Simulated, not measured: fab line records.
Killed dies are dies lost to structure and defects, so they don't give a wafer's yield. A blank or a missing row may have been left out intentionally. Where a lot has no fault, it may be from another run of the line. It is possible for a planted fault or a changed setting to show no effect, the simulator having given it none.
Which of the tools did it?    flow nand_harc    36 wafers from 12 lots sampled at 5 of the route's 1159 steps

## WHAT THE GAUGES SHOWED, per wafer
NHARC_THIN_TSV_CD_MEAS_12: the cd target is 1000 nm.
lot   measured      on         cd_nm (nm)
L407  day 19 21:59  cd_sem-02  1001.2 999.4 1001.3
L408  day 20 05:27  cd_sem-02  998.0 999.4 998.0
L409  day 20 04:06  cd_sem-01  998.2 998.6 997.8
L410  day 20 12:16  cd_sem-03  1001.4 1000.8 1001.9
L412  day 21 06:16  cd_sem-01  997.2 998.6 999.2
L411  day 21 14:29  cd_sem-03  999.3 1002.4 1001.2
L416  day 23 12:55  cd_sem-02  1000.0 1001.8 999.6
L417  day 23 16:31  cd_sem-03  998.8
L418  day 23 22:21  cd_sem-02  998.4 999.8
L414  day 24 19:05  cd_sem-01  996.3 999.7 996.5
L427  day 25 20:17  cd_sem-02  998.1 996.7 1000.8
L429  day 26 00:01  cd_sem-01  999.9 999.3 1000.1

NHARC_THIN_TSV_CD_MEAS_33: the cd target is 5000 nm.
lot   measured      on         cd_nm (nm)
L407  day 20 04:02  cd_sem-02  4999.0 4999.4 4999.0
L408  day 20 11:31  cd_sem-02  5000.5 4999.5 4998.6
L409  day 20 10:47  cd_sem-01  4999.2 4998.8 5000.1
L410  day 20 18:25  cd_sem-01  5001.0 5001.7 5003.2
L412  day 21 12:19  cd_sem-01  5001.2 4999.6 4999.6
L411  day 21 20:15  cd_sem-01  5000.1 4999.1 4999.0
L416  day 23 20:07  cd_sem-02  5000.4 5001.3 4999.3
L417  day 23 22:35  cd_sem-03  5001.1
L418  day 24 04:22  cd_sem-03  5001.7 5000.3
L414  day 25 01:22  cd_sem-03  4999.2 4999.4 4999.9
L427  day 26 02:16  cd_sem-01  5003.7 5001.3 5001.7
L429  day 26 06:14  cd_sem-01  4998.6 4999.2 5000.1

NHARC_END_SORT_01.
lot   measured      on         defect_limited_yield (%)  killed_at_array  killed_at_other  killed_at_periphery  killed_dies  killed_open  killed_short  sort_bin_2_pct (%)  sort_bin_3_pct (%)  sort_bin_4_pct (%)  sort_n_pass  sort_rim_yield_pct (%)  sort_yield_pct (%)
L417  day 24 12:37  prober-02  96.3 0 0                  23 676 676       0 1 0            2 0 1                25 677 677   2 3 6        1 2 3         1.6 97.3 96.3       0.15 0.30 0.30      1.9 2.4 3.4         652 0 0      97.2 0 0                96.3 0 0
L418  day 24 22:54  prober-01  94.2 0 94.4               36 677 35        1 0 0            2 0 3                39 677 38    2 0 4        1 2 1         1.9 96.9 2.5        1.03 0.44 0.44      2.8 2.7 2.7         638 0 639    95.3 0 97.2             94.2 0 94.4

## TOOL THAT RAN EACH LOT (tool first, then ch and the chambers of the sampled wafers, then the start)
lot   NHARC_A_BONDPAD_ECD_18          NHARC_THIN_TSV_DEP_47
L407  ecd_cu-02 ch 0,1, day 19 07:49  pecvd-02 ch 1,2, day 19 23:49
L408  ecd_cu-01 ch 1, day 19 13:49    pecvd-01 ch 0,1,2, day 20 07:26
L409  ecd_cu-02 ch 0,1, day 19 15:59  pecvd-02 ch 0,1,2, day 20 06:50
L410  ecd_cu-02 ch 0,1, day 19 20:17  pecvd-04 ch 0,1,2, day 20 14:22
L412  ecd_cu-02 ch 0,1, day 20 16:43  pecvd-04 ch 0,1,2, day 21 08:29
L411  ecd_cu-01 ch 0,1, day 20 22:26  pecvd-02 ch 0,1,2, day 21 16:22
L416  ecd_cu-01 ch 0,1, day 22 22:13  pecvd-02 ch 0,1, day 23 15:32
L417  ecd_cu-01 ch 0,1, day 22 22:52  pecvd-01 ch 2, day 23 18:28
L418  ecd_cu-01 ch 0,1, day 23 07:11  pecvd-04 ch 0,2, day 24 00:21
L414  ecd_cu-02 ch 0,1, day 24 05:17  pecvd-04 ch 1,2, day 24 20:57
L427  ecd_cu-02 ch 0,1, day 25 04:35  pecvd-04 ch 0,1, day 25 22:13
L429  ecd_cu-02 ch 0,1, day 25 08:40  pecvd-02 ch 0,1, day 26 02:13
- NHARC_A_BONDPAD_ECD_18: material Cu, target thk 400 nm.
- NHARC_THIN_TSV_DEP_47: deposits SiO2, target thk 200 nm.

## AS READ BY THE TOOLS THEMSELVES (means over the sampled wafers that have a number; for cases with no such wafer, the mark the record gives instead)
NHARC_THIN_TSV_DEP_47.
lot   tool      flow_sccm (sccm)  mfc_precursor_sccm (sccm)  throttle_valve_pct (%)
L407  pecvd-02  2653              161.5                      16.8
L408  pecvd-01  2644              161.4                      15.7
L409  pecvd-02  2647              161.6                      16.5
L410  pecvd-04  2650              161.2                      16.2
L412  pecvd-04  2648              161.6                      16.2
L411  pecvd-02  2653              161.4                      16.6
L416  pecvd-02  2648              161.0                      16.3
L417  pecvd-01  2643              161.2                      15.6
L418  pecvd-04  2654              161.3                      16.6
L414  pecvd-04  2650              161.6                      16.1
L427  pecvd-04  2652              161.8                      16.2
L429  pecvd-02  2648              161.5                      16.5

## THE ANSWER, worked out from the rows above alone
Rule: usual is defined by the lots themselves. Put in order of their means at a reading, lots are off if they are a third of the lots or fewer, leave a main group of 4 or more, and stand apart from it by a gap of 3 or more times the standard deviation of the main group's means; of several such gaps the widest counts. A main group is skipped when, at the precision printed for the reading in the tables above, its means are all equal. Also off: a lot with no number at a reading for which 4 or more lots have one. Any other lot the step has rows for is counted as sound. Order of review: gauges by route order, followed by the tools' own readings, for which a lot's mean as printed above is used. At the first step where some lot is off, the reading lying furthest off is the one used; lots without a number count as furthest.
Nothing can be told from this: no lot is off at any reading shown.

## WHAT WAS PUT IN BY THE SIMULATOR
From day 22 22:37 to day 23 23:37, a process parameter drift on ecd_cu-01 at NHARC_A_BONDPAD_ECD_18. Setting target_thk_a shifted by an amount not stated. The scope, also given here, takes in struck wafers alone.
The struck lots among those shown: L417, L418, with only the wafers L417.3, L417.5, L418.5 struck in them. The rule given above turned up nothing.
